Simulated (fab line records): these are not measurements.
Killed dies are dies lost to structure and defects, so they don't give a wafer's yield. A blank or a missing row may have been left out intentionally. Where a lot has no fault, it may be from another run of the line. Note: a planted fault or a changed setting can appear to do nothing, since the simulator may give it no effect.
Lot-split experiment | flow n5-finfet | 7 lots, 21 wafers read, on a route of 1938 steps

== THE SPLIT ITSELF ==
At N5_BEOL_M13_TRENCH_ETCH_34 (etches SiOC in C4F8/O2/Ar, target depth 413.47 nm, time 162.6 s), the setting time-s was moved away from the recipe's 162.6 s on 10 of the 21 wafers read, by -15.3% to +22.2%. All remaining wafers had this setting at the recipe value.

== FROM THE SPLIT TO THE READING: what the file shows between them, 11 steps ==
- N5_BEOL_M13_STRIP_70: strips in C4F8/O2/Ar
- N5_BEOL_M13_OCD_MEAS_35
- N5_BEOL_M13_SPUTTER_43: material TaN, target thk 15 nm, time 24.19 s (also split here: time-s)
- N5_BEOL_M13_SPUTTER_44: material Ta, target thk 10 nm, time 16.13 s
- N5_BEOL_M13_SPUTTER_45: material Cu, target thk 80 nm, time 13.33 s
- N5_BEOL_M13_ECD_47: material Cu, target thk 936 nm
- N5_BEOL_M13_ANNEAL_48: time 90 s
- N5_BEOL_M13_CMP_49: polishes, stops on SiOC, t overpolish 17.1 s, target thk 420 nm
- N5_BEOL_M13_THK_MEAS_50: measures by xrf
- N5_BEOL_M13_PRE_CLEAN_52: time 15 s
- N5_BEOL_M13_DEP_53: deposits SiCN from 3MS/NH3, target thk 50 nm, time 17.8 s

== THE READING ==
M13_RS (ohm/sq), read at N5_BEOL_M13_RS_MEAS_54 with a four-point probe. Fault-free wafers of this fab line usually give 0.0452 ohm/sq, standard deviation 0.00064 ohm/sq.

wafer  | tool, chamber at the split | time-s as run, s | against the recipe | M13_RS, ohm/sq | against lot-mates on the recipe
L074.1 | rie-diel-05, 3             | 189.5            | +16.5%             | 0.0390         | -0.0051
L074.3 | rie-diel-05, 0             | 162.6            | recipe             | 0.0441         | -
L074.5 | rie-diel-05, 2             | 189.5            | +16.5%             | 0.0383         | -0.0058
L076.1 | rie-diel-06, 2             | 162.6            | recipe             | 0.0457         | -
L076.4 | rie-diel-06, 0             | 144.1            | -11.4%             | 0.0510         | +0.0057
L076.5 | rie-diel-06, 0             | 162.6            | recipe             | 0.0449         | -
L077.1 | rie-diel-06, 3             | 162.6            | recipe             | 0.0464         | -
L077.4 | rie-diel-06, 0             | 137.8            | -15.3%             | 0.0539         | +0.0078
L077.5 | rie-diel-06, 2             | 162.6            | recipe             | 0.0459         | -
L080.1 | rie-diel-02, 2             | 162.6            | recipe             | 0.0446         | -
L080.2 | rie-diel-02, 3             | 162.6            | recipe             | 0.0444         | -
L080.6 | rie-diel-02, 0             | 162.6            | recipe             | 0.0443         | -
L082.1 | rie-diel-05, 3             | 162.6            | recipe             | 0.0444         | -
L082.4 | rie-diel-05, 0             | 186.1            | +14.5%             | 0.0388         | -0.0056
L082.6 | rie-diel-05, 0             | 186.1            | +14.5%             | 0.0386         | -0.0058
L083.4 | rie-diel-05, 0             | 179.8            | +10.6%             | 0.0401         | -0.0054
L083.5 | rie-diel-05, 2             | 162.6            | recipe             | 0.0455         | -
L083.6 | rie-diel-05, 3             | 179.8            | +10.6%             | 0.0396         | -0.0059
L086.3 | rie-diel-05, 2,1           | 198.7            | +22.2%             | 0.0364         | -0.0086
L086.4 | rie-diel-05, 2,1           | 198.7            | +22.2%             | 0.0364         | -0.0086
L086.5 | rie-diel-05, 2             | 162.6            | recipe             | 0.0450         | -
When a row names more than one chamber, that row covers several wafers, and the file does not tell which wafer ran in which chamber.

THE FIT
A straight line over all 21 wafers: M13_RS changes by -0.000441 ohm/sq for each +1% of time-s; r = -0.98; the points scatter about the line by 0.00088 ohm/sq.
The same after taking each lot's own level away (the mean of its wafers on the recipe; 21 wafers): -0.000414 ohm/sq for each +1%; r = -0.98; scatter 0.00076 ohm/sq.
On that fit, the largest move of time-s shifts the reading by 0.0092 ohm/sq.
Across the lots, their own levels run from 0.04410 to 0.04615 ohm/sq, a range of 3.2 times the standard deviation given above.
Consequently the slope shifts little with the lot-to-lot level, the two slopes agreeing.
Check: with one of the wafers moved furthest among these (+22.2%) left out of the fit, the line predicts -0.00908 ohm/sq for it against its lot-mates. Against them it came out at -0.0086 ohm/sq.

== ADDITIONAL SPLITS CARRIED BY THESE WAFERS ==
Before the reading, these wafers also passed through other splits. Each is held against what the fit with the lots' levels taken away leaves over:
other split on the same wafers | wafers away from the commonest value | r with M13_RS (lot level and that fit taken away)
N5_BEOL_M12_ETCH_59 bias-w     | 7                                    | -0.01
N5_BEOL_M13_SPUTTER_43 time-s  | 7                                    | +0.07

== THE WHOLE CHAIN: every reading that the file lists as answering this split, in the file's order ==
step                       | what it does                                                    | reading                                                                       | change (the file's fit)               | r (the file's)
N5_BEOL_M13_TRENCH_ETCH_34 | etches SiOC in C4F8/O2/Ar, target depth 413.47 nm, time 162.6 s | etch.depth-nm (the simulator's own value, which no gauge read)                | +4.08 nm for each +1% of the setting  | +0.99
N5_BEOL_M13_OCD_MEAS_35    |                                                                 | trench-depth-nm                                                               | +4.08 nm for each +1% of the setting  | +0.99
N5_BEOL_M13_CMP_49         | polishes, stops on SiOC, t overpolish 17.1 s, target thk 420 nm | Cu_of_BEOL_M13_ECD_47.thk-nm (the simulator's own value, which no gauge read) | +4.1 nm for each +1% of the setting   | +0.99
N5_BEOL_M13_THK_MEAS_50    | measures by xrf                                                 | M13_THK                                                                       | +4.12 for each +1% of the setting     | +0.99
N5_BEOL_M13_RS_MEAS_54     | measures by four-point-probe                                    | M13_RS                                                                        | -0.000419 for each +1% of the setting | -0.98

== FILE'S OWN FIT ==
M13_RS changes by -0.000419 ohm/sq for each +1% of time-s, r = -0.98.
